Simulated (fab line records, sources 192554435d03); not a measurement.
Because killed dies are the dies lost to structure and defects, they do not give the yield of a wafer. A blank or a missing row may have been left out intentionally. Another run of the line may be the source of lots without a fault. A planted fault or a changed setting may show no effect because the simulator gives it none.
fab line records | flow n5-finfet
[record] lots = 6 | wafers = 18 | last-day = 17
route steps=1938 shown BEOL_M11@1584 PASSIVATION@1936
lots that met no fault: from a run of the same line without faults
start-h: hours from the record's opening day to when the first of the lot's shown wafers began | wait-h: hours elapsed since this lot's preceding step | " identical to the entry in the row above | L1.1+2: a single row standing in for several wafers | - either no value or no given start | * or withheld: withheld | < > ~ a bound
route shown NAME@n: a module of which the file shows steps, and the number in the route of the first | usual: average and standard deviation across the fault-free wafers | same: alike in all rows | chamber/n: place in a boat | sites: per-site readings | _std_site: standard deviation of those values | _edge_site: the outer-site mean with the inner-site mean subtracted | radius-mm: for every site, how far away it sits from the centre of the wafer | mask NAME#n: copy n | behind: the most recent tool/chamber to have shaped the wafer | hold: why the lot was held/for how many hours/how that ended | device: the n, p or np transistor that did not switch | end of line: the same wafers' tests at the end of the route | step lacking rows: just its recipe | killed: dies lost to structure and defects at the first sort, not the wafer's yield | map: a wafer's dies, marking killed ones x, the rest . and places with no die _
set.NAME: setting as actually run; set.NAME@STEP: the setting as run at that earlier step | model.NAME: the simulator's own value behind a step, which no gauge read
certain route steps with their lots: each step a table, each wafer a row
services: from which hour (start-h, from the record's first day; less than 0 if before it) a tool's chamber was out of use, for how many hours, and why
[[steps]]
[step N5_BEOL_M11_PRECLEAN_42]
[recipe] chemistry = residue-remover | time-s = 60 | temp-c = 40
[step N5_BEOL_M11_SRD_43]
[recipe] time-s = 30 | temp-c = 23 | rinse-liquid = diw | dry = ipa-marangoni
[step N5_BEOL_M11_CD_MEAS_35]
[recipe] target-cd-nm = 70 | polarity = opening
[usual] cd-nm = 69.9/0.85
lot.wafer | tool      | chamber | start-h | wait-h | cd-nm
L849.2    | cd-sem-02 | -       | 237.81  | 0.0    | 70.1
L849.4    | "         | -       | "       | "      | 69.5
L849.6    | "         | -       | "       | "      | 69.4
L852.2    | cd-sem-02 | -       | 258.31  | 0.0    | 69.8
L852.4    | "         | -       | "       | "      | 68.9
L852.5    | "         | -       | "       | "      | 71.1
L853.2    | cd-sem-01 | -       | 265.15  | 0.0    | 70.2
L853.4    | "         | -       | "       | "      | 71.4
L853.5    | "         | -       | "       | "      | 70.4
L864.3    | cd-sem-01 | -       | 314.25  | 0.0    | 70.6
L864.4    | "         | -       | "       | "      | 71.3
L864.6    | "         | -       | "       | "      | 70.4
L865.1    | cd-sem-02 | -       | 322.33  | 0.0    | 68.4
L865.5    | "         | -       | "       | "      | 69.0
L865.6    | "         | -       | "       | "      | 70.4
L870.2    | cd-sem-03 | -       | 359.12  | 0.0    | 71.3
L870.5    | "         | -       | "       | "      | 69.1
L870.6    | "         | -       | "       | "      | 70.3
[step N5_BEOL_M11_CURE_72]
[recipe] temp-c = 370 | time-s = 120 | ambient = DMADMS/He | material = SiCOH_lowk
[usual] lamp-power-pct = 52.31/0.055 | wafer_temp_C_max = 372.2/0.64
lot.wafer | tool       | chamber | start-h | wait-h | lamp-power-pct | wafer_temp_C_max
L849.2    | uv-cure-03 | 0       | 237.90  | 0.1    | 52.28          | 371.7
L849.4    | "          | 0       | "       | "      | 52.36          | 371.3
L849.6    | "          | 0       | "       | "      | 52.46          | 371.7
L852.2    | uv-cure-03 | 2       | 258.45  | 0.1    | 52.28          | 372.9
L852.4    | "          | 2       | "       | "      | 52.33          | 373.9
L852.5    | "          | 2       | "       | "      | 52.21          | 372.8
L853.2    | uv-cure-02 | 0       | 265.49  | 0.3    | 52.26          | 371.8
L853.4    | "          | 0       | "       | "      | 52.26          | 371.2
L853.5    | "          | 0       | "       | "      | 52.22          | 371.2
L864.3    | uv-cure-02 | 1       | 314.39  | 0.1    | 52.25          | 371.9
L864.4    | "          | 1       | "       | "      | 52.28          | 372.4
L864.6    | "          | 1       | "       | "      | 52.26          | 371.9
L865.1    | uv-cure-02 | 2       | 322.37  | 0.0    | 52.39          | 372.9
L865.5    | "          | 2       | "       | "      | 52.29          | 372.9
L865.6    | "          | 2       | "       | "      | 52.43          | 373.0
L870.2    | uv-cure-03 | 2       | 359.22  | 0.1    | 52.31          | 372.8
L870.5    | "          | 2       | "       | "      | 52.34          | 373.1
L870.6    | "          | 2       | "       | "      | 52.27          | 372.2
[step N5_BEOL_M11_DEGAS_44]
[recipe] ambient = vacuum | temp-c = 250 | time-s = 60
[usual] heater-power-w = 342/55
lot.wafer | tool           | chamber | start-h | wait-h | heater-power-w
L849.2    | pvd-sputter-03 | -       | 238.82  | 0.9    | 346
L849.4    | "              | -       | "       | "      | 275
L849.6    | "              | -       | "       | "      | 351
L852.2    | pvd-sputter-03 | -       | 259.60  | 1.0    | 351
L852.4    | "              | -       | "       | "      | 424
L852.5    | "              | -       | "       | "      | 336
L853.2    | pvd-sputter-03 | -       | 265.84  | 0.3    | 341
L853.4    | "              | -       | "       | "      | 268
L853.5    | "              | -       | "       | "      | 424
L864.3    | pvd-sputter-01 | -       | 314.64  | 0.2    | 332
L864.4    | "              | -       | "       | "      | 369
L864.6    | "              | -       | "       | "      | 333
L865.1    | pvd-sputter-02 | -       | 324.95  | 2.5    | 316
L865.5    | "              | -       | "       | "      | 419
L865.6    | "              | -       | "       | "      | 322
L870.2    | pvd-sputter-01 | -       | 360.05  | 0.8    | 326
L870.5    | "              | -       | "       | "      | 385
L870.6    | "              | -       | "       | "      | 324
[step N5_BEOL_M11_PRE_CLEAN_45]
[recipe] gas = H2/He | time-s = 30 | temp-c = 250
[usual] heater-power-w = 342/56
lot.wafer | tool           | chamber | start-h | wait-h | heater-power-w
L849.2    | pvd-sputter-03 | -       | 238.86  | 0.0    | 348
L849.4    | "              | -       | "       | "      | 267
L849.6    | "              | -       | "       | "      | 346
L852.2    | pvd-sputter-03 | -       | 259.64  | 0.0    | 351
L852.4    | "              | -       | "       | "      | 426
L852.5    | "              | -       | "       | "      | 335
L853.2    | pvd-sputter-03 | -       | 265.88  | 0.0    | 336
L853.4    | "              | -       | "       | "      | 263
L853.5    | "              | -       | "       | "      | 437
L864.3    | pvd-sputter-01 | -       | 314.68  | 0.0    | 322
L864.4    | "              | -       | "       | "      | 376
L864.6    | "              | -       | "       | "      | 319
L865.1    | pvd-sputter-02 | -       | 324.99  | 0.0    | 315
L865.5    | "              | -       | "       | "      | 417
L865.6    | "              | -       | "       | "      | 332
L870.2    | pvd-sputter-01 | -       | 360.09  | 0.0    | 315
L870.5    | "              | -       | "       | "      | 380
L870.6    | "              | -       | "       | "      | 319
[step N5_BEOL_M11_ALD_74]
[recipe] material = TaN | target-thk-a = 20 | temp-c = 275 | ald-precursor-family = PDMAT | ald-co-reactant = NH3 | pressure-torr = 3 | carrier-flow-sccm = 1500 | pulse-time-s = 2 | purge-time-s = 3 | co-reactant-purge-time-s = 2 | co-reactant-pulse-time-s = 3 | ald-cycles = 40 | precursor-vessel-temp-c = 75 | precursor-vessel-pressure-torr = 26.25 | precursor-vessel-carrier-sccm = 1000
[usual] heater-power-w = 400/31
[same] ald-cycles = 40 | co-reactant-purge-time-s = 2
lot.wafer | tool         | chamber | start-h | wait-h | heater-power-w
L849.2    | ald-metal-02 | 3       | 238.97  | 0.1    | 441
L849.4    | "            | 0       | "       | "      | 362
L849.6    | "            | 2       | "       | "      | 412
L852.2    | ald-metal-04 | 1       | 259.70  | 0.0    | 435
L852.4    | "            | 2       | "       | "      | 387
L852.5    | "            | 0       | "       | "      | 422
L853.2    | ald-metal-01 | 1       | 265.98  | 0.1    | 381
L853.4    | "            | 0       | "       | "      | 391
L853.5    | "            | 2       | "       | "      | 362
L864.3    | ald-metal-01 | 2       | 314.74  | 0.0    | 375
L864.4    | "            | 0       | "       | "      | 401
L864.6    | "            | 1       | "       | "      | 382
L865.1    | ald-metal-04 | 0       | 325.05  | 0.0    | 423
L865.5    | "            | 1       | "       | "      | 420
L865.6    | "            | 0       | "       | "      | 422
L870.2    | ald-metal-01 | 3       | 360.17  | 0.1    | 381
L870.5    | "            | 2       | "       | "      | 359
L870.6    | "            | 1       | "       | "      | 385
[step N5_BEOL_M11_SURFACE_TREAT_76]
[recipe] gas = Ar | time-s = * | ion-energy-ev = * | ion-current-ma-cm2 = 0.5 | pressure-mtorr = * | ar-flow-sccm = 30
[step N5_BEOL_M11_CVD_75]
[recipe] material = Co | target-thk-a = 20 | temp-c = withheld | precursor = CCTBA/H2 | pressure-torr = 30 | time-s = 138.9
[step N5_BEOL_M11_SPUTTER_48]
[recipe] material = Cu | target-thk-a = 120 | temp-c = -20 | bias-v = 60 | power-w = 26000 | chamber-pressure-pa = 0.13 | time-s = 2
[usual] cathode-dc-power-W = 26000/4.3 | throttle-valve-pct = 30.7/1.3
lot.wafer | tool           | chamber | start-h | wait-h | cathode-dc-power-W | throttle-valve-pct
L849.2    | pvd-sputter-03 | -       | 241.32  | 0.3    | 25998              | 31.2
L849.4    | "              | -       | "       | "      | 25998              | 31.0
L849.6    | "              | -       | "       | "      | 25997              | 27.8
L852.2    | pvd-sputter-01 | -       | 260.16  | 0.1    | 25995              | 30.5
L852.4    | "              | -       | "       | "      | 26003              | 30.6
L852.5    | "              | -       | "       | "      | 25998              | 28.0
L853.2    | pvd-sputter-02 | -       | 266.70  | 0.1    | 26010              | 31.1
L853.4    | "              | -       | "       | "      | 25994              | 30.8
L853.5    | "              | -       | "       | "      | 25995              | 30.7
L864.3    | pvd-sputter-03 | -       | 315.20  | 0.1    | 26000              | 28.0
L864.4    | "              | -       | "       | "      | 26002              | 30.7
L864.6    | "              | -       | "       | "      | 25996              | 30.8
L865.1    | pvd-sputter-01 | -       | 325.60  | 0.1    | 26000              | 30.7
L865.5    | "              | -       | "       | "      | 25998              | 30.9
L865.6    | "              | -       | "       | "      | 25994              | 28.0
L870.2    | pvd-sputter-01 | -       | 360.68  | 0.1    | 25996              | 31.0
L870.5    | "              | -       | "       | "      | 26000              | 30.5
L870.6    | "              | -       | "       | "      | 26004              | 30.5
[step N5_BEOL_M11_ECD_50]
[recipe] material = Cu | target-thk-a = 3180
[step N5_BEOL_M11_ANNEAL_51]
[recipe] temp-c = 225 | time-s = 90 | ambient = N2
[step N5_BEOL_M11_CMP_52]
[recipe] stop-on = SiCOH_lowk | t-overpolish-s = 7 | down-force-psi = 1 | platen-rpm = 50 | clearing-platen-down-force-psi = 1.5 | clearing-platen-rpm = 50 | post-cmp-clean = cu-alkaline | target-thk-nm = 140 | clearing-platen-pad-velocity-m-s = 0.99484 | pad-velocity-m-s = 0.99484
[usual] barrier-field-endpoint-s = 29.0/1 | motor-current-A = 6.0/0.58 | overpolish-run-s = 7.000/0.009 | time-to-endpoint-s = 66/5
lot.wafer | tool   | chamber | start-h | wait-h | barrier-field-endpoint-s | motor-current-A | overpolish-run-s | time-to-endpoint-s
L849.4    | cmp-04 | 3       | 242.08  | 0.1    | 29.7                     | 6.5             | 7.000            | 71
L849.2    | "      | 1       | "       | "      | 29.1                     | 7.1             | 7.008            | 70
L849.6    | "      | 3       | "       | "      | 29.9                     | 6.5             | 7.002            | 71
L852.4    | cmp-04 | 1       | 260.76  | 0.2    | 29.1                     | 6.9             | 7.010            | 64
L852.2    | "      | 2       | "       | "      | 15.4                     | 6.4             | 6.995            | 33
L852.5    | "      | 3       | "       | "      | 15.6                     | 6.4             | 7.016            | 39
L853.2    | cmp-04 | 2       | 268.74  | 0.2    | 15.9                     | 6.6             | 6.986            | 35
L853.4    | "      | 1       | "       | "      | 29.2                     | 7.2             | 6.987            | 66
L853.5    | "      | 2       | "       | "      | 15.8                     | 6.5             | 6.997            | 35
L864.4    | cmp-01 | 3       | 315.91  | 0.3    | 29.5                     | 5.5             | 7.002            | 62
L864.3    | "      | 0       | "       | "      | 28.7                     | 6.0             | 7.010            | 63
L864.6    | "      | 1       | "       | "      | 31.3                     | 6.8             | 7.006            | 73
L865.1    | cmp-02 | 0       | 326.76  | 0.3    | 28.1                     | 5.2             | 7.006            | 61
L865.6    | "      | 3       | "       | "      | 29.3                     | 5.8             | 6.989            | 62
L865.5    | "      | 0       | "       | "      | 28.4                     | 5.3             | 7.003            | 62
L870.2    | cmp-01 | 2       | 361.28  | 0.3    | 27.7                     | 5.1             | 6.998            | 62
L870.6    | "      | 0       | "       | "      | 28.2                     | 5.5             | 6.992            | 63
L870.5    | "      | 1       | "       | "      | 31.3                     | 6.7             | 7.000            | 76
[step N5_PASSIVATION_PROBE_49]
[usual] defect-limited-yield = 91.4/1.5 | killed_at_M0_to_M3 = 36/11 | killed_at_M4_up = 14/6 | killed-at-contacts = 11/6 | killed-at-front-end = 37/11 | killed-at-other = 4/3.4 | killed-dies = 102/18 | killed-open = 66/13 | killed-short = 34/7.8 | sort_bin_5_function = 5.0/0.97 | sort_bin_6_memory = 3.2/0.7 | sort-n-pass = 1078/19 | sort-yield-pct = 91.3/1.6
[same] gross-dies = 1180 | killed-at-back-side = 0 | sort_bin_4_leakage[%] = 0 | sort_bin_8_speed[%] = 0
lot.wafer | tool      | chamber | start-h | wait-h | defect-limited-yield[%] | killed_at_M0_to_M3 | killed_at_M4_up | killed-at-contacts | killed-at-front-end | killed-at-other | killed-dies | killed-open | killed-short | sort_bin_5_function[%] | sort_bin_6_memory[%] | sort-n-pass | sort-yield-pct[%]
L849.2    | prober-01 | -       | 286.97  | 0.1    | 93.6                    | 17                 | 11              | 7                  | 39                  | 2               | 76          | 43          | 30           | 4.0                    | 2.3                  | 1104        | 93.6
L849.4    | prober-01 | -       | 287.07  | 0.2    | 94.1                    | 24                 | 12              | 5                  | 29                  | 0               | 70          | 46          | 23           | 4.1                    | 1.9                  | 1110        | 94.1
L849.6    | prober-01 | -       | 287.17  | 0.3    | 90.4                    | 43                 | 15              | 16                 | 37                  | 2               | 113         | 81          | 31           | 5.5                    | 3.9                  | 1067        | 90.4
L852.2    | prober-01 | -       | 307.66  | 0.1    | 91.1                    | 24                 | 10              | 18                 | 45                  | 8               | 105         | 75          | 27           | 5.1                    | 3.6                  | 1075        | 91.1
L852.4    | prober-01 | -       | 307.76  | 0.2    | 89.7                    | 30                 | 14              | 14                 | 55                  | 9               | 122         | 89          | 30           | 6.4                    | 3.5                  | 1058        | 89.7
L852.5    | prober-01 | -       | 307.81  | 0.2    | 90.1                    | 26                 | 29              | 13                 | 46                  | 3               | 117         | 68          | 49           | 6.1                    | 3.6                  | 1063        | 90.1
L853.2    | prober-01 | -       | 309.54  | 0.1    | 91.8                    | 52                 | 5               | 14                 | 22                  | 4               | 97          | 76          | 21           | 5.4                    | 2.6                  | 1083        | 91.8
L853.4    | prober-01 | -       | 309.64  | 0.2    | 93.2                    | 38                 | 9               | 6                  | 24                  | 3               | 80          | 48          | 29           | 4.1                    | 2.5                  | 1100        | 93.2
L853.5    | prober-01 | -       | 309.69  | 0.2    | 93.9                    | 25                 | 5               | 11                 | 26                  | 5               | 72          | 53          | 18           | 3.8                    | 2.0                  | 1108        | 93.9
L864.3    | prober-02 | -       | 359.01  | 0.7    | 91.9                    | 30                 | 7               | 14                 | 36                  | 9               | 96          | 63          | 33           | 4.2                    | 3.6                  | 1084        | 91.9
L864.4    | prober-02 | -       | 359.06  | 0.8    | 88.6                    | 42                 | 9               | 19                 | 53                  | 12              | 135         | 82          | 53           | 6.0                    | 5.1                  | 1045        | 88.6
L864.6    | prober-02 | -       | 359.16  | 0.9    | 90.7                    | 37                 | 15              | 15                 | 34                  | 9               | 110         | 78          | 32           | 5.8                    | 3.1                  | 1070        | 90.7
L865.1    | prober-01 | -       | 363.57  | 0.0    | 91.9                    | 26                 | 18              | 13                 | 39                  | 0               | 96          | 62          | 33           | 4.2                    | 3.5                  | 1084        | 91.9
L865.5    | prober-01 | -       | 363.77  | 0.2    | 93.2                    | 25                 | 5               | 20                 | 28                  | 2               | 80          | 50          | 30           | 4.0                    | 2.3                  | 1100        | 93.2
L865.6    | prober-01 | -       | 363.82  | 0.3    | 91.7                    | 32                 | 11              | 16                 | 37                  | 2               | 98          | 58          | 38           | 4.9                    | 3.1                  | 1082        | 91.7
L870.2    | prober-02 | -       | 400.12  | 0.1    | 89.7                    | 54                 | 14              | 24                 | 28                  | 1               | 121         | 78          | 41           | 5.4                    | 4.3                  | 1059        | 89.7
L870.5    | prober-02 | -       | 400.27  | 0.2    | 88.6                    | 29                 | 12              | 30                 | 63                  | 1               | 135         | 84          | 50           | 6.5                    | 4.5                  | 1045        | 88.6
L870.6    | prober-02 | -       | 400.32  | 0.3    | 90.1                    | 46                 | 11              | 28                 | 30                  | 2               | 117         | 75          | 40           | 5.3                    | 4.4                  | 1063        | 90.1
// killed by level:class
L849.2 FIN_SAQP:geometric-particle:short=10 ILD0:geometric-particle:short=7 BEOL_M4:geometric-particle:open=6 ILD0:geometric-particle:open=5 MOL_CONTACT_COAG:geometric-particle:open=5 STI_FIN_REVEAL:geometric-particle:open=4 BEOL_M0_SAQP:geometric-particle:open=4 BEOL_M0_SAQP:geometric-particle:short=4
L849.4 BEOL_M3:geometric-particle:open=8 GATE_CUT:geometric-particle:short=6 BEOL_M6:geometric-particle:open=5 ILD0:geometric-particle:open=5 BEOL_M2:geometric-particle:open=5 BEOL_M0_SAQP:geometric-particle:open=4 FIN_SAQP:geometric-particle:short=3 DUMMY_GATE:geometric-particle:open=3
L849.6 BEOL_M2:geometric-particle:open=14 MOL_CONTACT_COAG:geometric-particle:open=11 BEOL_M0_SAQP:geometric-particle:open=9 BEOL_M3:geometric-particle:open=9 FIN_SAQP:geometric-particle:short=7 DUMMY_GATE:geometric-particle:open=7 FIN_SAQP:geometric-particle:open=6 STI_FIN_REVEAL:geometric-particle:open=6
L852.2 MOL_CONTACT_COAG:geometric-particle:open=13 FIN_SAQP:geometric-particle:open=11 STI_FIN_REVEAL:geometric-particle:open=11 BEOL_M2:geometric-particle:open=7 MOL_CONTACT_COAG:geometric-particle:short=4 BEOL_M0_SAQP:geometric-particle:short=4 BEOL_M3:geometric-particle:open=4 BEOL_M4:geometric-particle:open=4
L852.4 FIN_SAQP:geometric-particle:open=25 MOL_CONTACT_COAG:geometric-particle:open=12 BEOL_M3:geometric-particle:open=10 FIN_SAQP:geometric-particle:short=7 BEOL_M0_SAQP:geometric-particle:short=6 BEOL_M4:geometric-particle:open=6 BEOL_M2:geometric-particle:open=5 DUMMY_GATE:geometric-particle:open=4
L852.5 FIN_SAQP:geometric-particle:open=13 MOL_CONTACT_COAG:geometric-particle:open=11 BEOL_M4:geometric-particle:short=11 FIN_SAQP:geometric-particle:short=7 BEOL_M0_SAQP:geometric-particle:open=7 BEOL_M4:geometric-particle:open=6 DUMMY_GATE:geometric-particle:open=5 DUMMY_GATE:geometric-particle:short=4
L853.2 BEOL_M1:geometric-particle:open=13 MOL_CONTACT_COAG:geometric-particle:open=12 BEOL_M3:geometric-particle:open=12 BEOL_M0_SAQP:geometric-particle:open=11 BEOL_M2:geometric-particle:open=6 FIN_SAQP:geometric-particle:short=5 FIN_SAQP:geometric-particle:open=4 BEOL_M1:geometric-particle:short=4
L853.4 BEOL_M1:geometric-particle:open=10 BEOL_M0_SAQP:geometric-particle:short=9 BEOL_M2:geometric-particle:open=8 BEOL_M0_SAQP:geometric-particle:open=5 BEOL_M8:geometric-particle:open=5 STARTING-WAFER:geometric-particle:short=5 FIN_SAQP:geometric-particle:short=4 MOL_CONTACT_COAG:geometric-particle:open=4
L853.5 BEOL_M2:geometric-particle:open=10 MOL_CONTACT_COAG:geometric-particle:open=9 STI_FIN_REVEAL:geometric-particle:open=7 FIN_SAQP:geometric-particle:open=4 BEOL_M3:geometric-particle:open=4 FIN_SAQP:geometric-particle:short=3 STI_FIN_REVEAL:geometric-particle:short=3 BEOL_M0_SAQP:geometric-particle:short=3
L864.3 STI_FIN_REVEAL:geometric-particle:open=13 FIN_SAQP:geometric-particle:open=10 MOL_CONTACT_COAG:geometric-particle:open=10 BEOL_M0_SAQP:geometric-particle:open=7 BEOL_M0_SAQP:geometric-particle:short=6 BEOL_M2:geometric-particle:open=5 MOL_CONTACT_COAG:geometric-particle:short=4 BEOL_M4:geometric-particle:open=4
L864.4 FIN_SAQP:geometric-particle:short=17 FIN_SAQP:geometric-particle:open=14 MOL_CONTACT_COAG:geometric-particle:open=14 BEOL_M0_SAQP:geometric-particle:open=14 BEOL_M0_SAQP:geometric-particle:short=10 BEOL_M2:geometric-particle:open=7 PASS1_CAP:geometric-particle:open=6 STI_FIN_REVEAL:geometric-particle:open=5
L864.6 MOL_CONTACT_COAG:geometric-particle:open=14 BEOL_M0_SAQP:geometric-particle:open=10 STI_FIN_REVEAL:geometric-particle:open=8 BEOL_M0_SAQP:geometric-particle:short=8 BEOL_M1:geometric-particle:open=7 FIN_SAQP:geometric-particle:open=6 BEOL_M4:geometric-particle:open=6 FIN_SAQP:geometric-particle:short=5
L865.1 MOL_CONTACT_COAG:geometric-particle:open=10 GATE_CUT:geometric-particle:open=9 STI_FIN_REVEAL:geometric-particle:open=7 BEOL_M0_SAQP:geometric-particle:open=6 BEOL_M4:geometric-particle:open=6 BEOL_M2:geometric-particle:open=5 STARTING-WAFER:geometric-particle:short=5 GATE_CUT:geometric-particle:short=4
L865.5 MOL_CONTACT_COAG:geometric-particle:open=16 GATE_CUT:geometric-particle:short=10 STI_FIN_REVEAL:geometric-particle:open=4 MOL_CONTACT_COAG:geometric-particle:short=4 BEOL_M0_SAQP:geometric-particle:short=4 BEOL_M0_SAQP:geometric-particle:open=4 BEOL_M1:geometric-particle:open=4 BEOL_M2:geometric-particle:open=4
L865.6 MOL_CONTACT_COAG:geometric-particle:open=11 GATE_CUT:geometric-particle:short=8 BEOL_M3:geometric-particle:open=8 STI_FIN_REVEAL:geometric-particle:open=7 BEOL_M0_SAQP:geometric-particle:open=6 MOL_CONTACT_COAG:geometric-particle:short=5 BEOL_M0_SAQP:geometric-particle:short=4 BEOL_M0:geometric-particle:open=4
L870.2 MOL_CONTACT_COAG:geometric-particle:open=20 BEOL_M0_SAQP:geometric-particle:open=15 BEOL_M0_SAQP:geometric-particle:short=15 FIN_SAQP:geometric-particle:short=8 BEOL_M1:geometric-particle:open=8 FIN_SAQP:geometric-particle:open=5 GATE_CUT:geometric-particle:open=4 MOL_CONTACT_COAG:geometric-particle:short=4
L870.5 MOL_CONTACT_COAG:geometric-particle:open=23 FIN_SAQP:geometric-particle:short=20 FIN_SAQP:geometric-particle:open=14 STI_FIN_REVEAL:geometric-particle:open=12 BEOL_M0_SAQP:geometric-particle:open=8 MOL_CONTACT_COAG:geometric-particle:short=7 BEOL_M0_SAQP:geometric-particle:short=7 BEOL_M4:geometric-particle:open=7
L870.6 MOL_CONTACT_COAG:geometric-particle:open=24 FIN_SAQP:geometric-particle:short=14 BEOL_M0_SAQP:geometric-particle:open=11 BEOL_M0_SAQP:geometric-particle:short=10 BEOL_M3:geometric-particle:open=7 FIN_SAQP:geometric-particle:open=6 BEOL_M1:geometric-particle:open=5 BEOL_M5:geometric-particle:open=5
[[services]]
tool           | chamber | start-h | hours | kind
ald-metal-04   | 1       | 218.46  | 9.2   | repair
uv-cure-02     | -       | 240.52  | 1.9   | repair
cmp-04         | -       | 244.19  | 3.7   | pm
cmp-02         | -       | 244.28  | 4.8   | pm
cmp-02         | -       | 256.68  | 4.0   | pm
ald-metal-02   | 3       | 258.02  | 4.0   | repair
cmp-02         | -       | 260.68  | -     | consumable-replace:conditioner
cmp-02         | -       | 260.68  | -     | consumable-replace:pad
cmp-04         | -       | 275.10  | 4.0   | pm
ald-metal-02   | -       | 277.69  | 2.8   | pm
cmp-04         | -       | 279.10  | -     | consumable-replace:conditioner
cmp-04         | -       | 279.10  | -     | consumable-replace:pad
uv-cure-03     | -       | 286.17  | 2.1   | pm
cmp-02         | -       | 292.57  | 1.2   | repair
uv-cure-02     | -       | 296.72  | 1.0   | pm
cmp-01         | -       | 303.99  | 0.9   | repair
cmp-01         | -       | 305.30  | 2.1   | repair
cmp-04         | -       | 306.94  | 3.3   | pm
ald-metal-01   | 1       | 318.31  | 25.0  | repair
pvd-sputter-02 | -       | 321.23  | 1.2   | repair
ald-metal-01   | -       | 326.88  | 2.8   | pm
pvd-sputter-01 | -       | 330.79  | 2.4   | repair
ald-metal-02   | -       | 337.25  | 14.0  | pm
ald-metal-02   | 0       | 337.25  | 14.0  | vent-cycle
[[key]]
[first-sign] step = N5_BEOL_M11_CMP_52 | reading = barrier-field-endpoint-s | direction = down | sigmas = 13 | usual = 29.0 | struck = 15.7
[effect] step = N5_BEOL_M11_CMP_52 | reading = time-to-endpoint-s | direction = down | sigmas = 6 | usual = * | struck = *
met-at N5_BEOL_M11_CMP_52
struck-wafers L852.2,L852.5,L853.2,L853.5
onset-between 242.08 260.76
[fault] kind = process-parameter-drift | tool = cmp-04 | chamber = - | onset-h = 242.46 | steps = N5_BEOL_M11_CMP_52 | channel = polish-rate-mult | offset = 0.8 | shape = step | end-h = 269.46 | scope = struck-wafers-only
